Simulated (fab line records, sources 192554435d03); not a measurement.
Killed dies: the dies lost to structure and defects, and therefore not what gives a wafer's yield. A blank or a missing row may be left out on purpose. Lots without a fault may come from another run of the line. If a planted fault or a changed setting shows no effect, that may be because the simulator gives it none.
Chamber matching || flow n5-finfet || rie-diel-02 running N5_BEOL_M8_STRIP_19: 4 sister chambers
The step strips in O2. 4 wafers are shown with their chamber, then 12 later ones without.

## WAFERS PAIRED WITH THEIR CHAMBERS
{"wafer": "L091.2", "chamber": 3, "showerhead-plenum-p-Torr (Torr)": 2.04}
{"wafer": "L089.5", "chamber": 1, "showerhead-plenum-p-Torr (Torr)": 2.10}
{"wafer": "L092.2", "chamber": 0, "showerhead-plenum-p-Torr (Torr)": 2.09}
{"wafer": "L092.4", "chamber": 2, "showerhead-plenum-p-Torr (Torr)": 2.01}

## WAFERS WITH NO CHAMBER GIVEN
{"wafer": "L095.1", "showerhead-plenum-p-Torr (Torr)": 2.01}
{"wafer": "L095.2", "showerhead-plenum-p-Torr (Torr)": 2.04}
{"wafer": "L095.3", "showerhead-plenum-p-Torr (Torr)": 2.10}
{"wafer": "L095.4", "showerhead-plenum-p-Torr (Torr)": 2.09}
{"wafer": "L095.5", "showerhead-plenum-p-Torr (Torr)": 2.04}
{"wafer": "L095.6", "showerhead-plenum-p-Torr (Torr)": 2.01}
{"wafer": "L096.3", "showerhead-plenum-p-Torr (Torr)": 2.03}
{"wafer": "L096.5", "showerhead-plenum-p-Torr (Torr)": 2.10}
{"wafer": "L096.6", "showerhead-plenum-p-Torr (Torr)": 2.09}
{"wafer": "L097.1", "showerhead-plenum-p-Torr (Torr)": 2.09}
{"wafer": "L097.4", "showerhead-plenum-p-Torr (Torr)": 2.00}
{"wafer": "L097.5", "showerhead-plenum-p-Torr (Torr)": 2.10}

## CHAMBER TAKEN BY EACH
{"wafer": "L095.1", "from the rows above": 2, "in truth": 2}
{"wafer": "L095.2", "from the rows above": 3, "in truth": 3}
{"wafer": "L095.3", "from the rows above": 1, "in truth": 1}
{"wafer": "L095.4", "from the rows above": 0, "in truth": 0}
{"wafer": "L095.5", "from the rows above": 3, "in truth": 3}
{"wafer": "L095.6", "from the rows above": 2, "in truth": 2}
{"wafer": "L096.3", "from the rows above": 3, "in truth": 3}
{"wafer": "L096.5", "from the rows above": 1, "in truth": 1}
{"wafer": "L096.6", "from the rows above": 0, "in truth": 0}
{"wafer": "L097.1", "from the rows above": 0, "in truth": 0}
{"wafer": "L097.4", "from the rows above": 2, "in truth": 2}
{"wafer": "L097.5", "from the rows above": 1, "in truth": 1}
Correctly placed: 12 of 12. Not placeable from these rows: 0. Number placed wrongly: 0.
How it was worked out, from the rows above alone: a wafer's distance from a chamber is the root of the sum, over the readings, of the square of ((its reading less the chamber's mean) divided by the reading's scatter). The wafer belongs to the nearest chamber; if the next one is less than 2 further off, it can't be placed. The mean given for a chamber averages the wafers shown for that chamber. The scatter: with one shown wafer a chamber, the root of the mean of the squares of how far each hidden wafer lies from its nearest shown one.
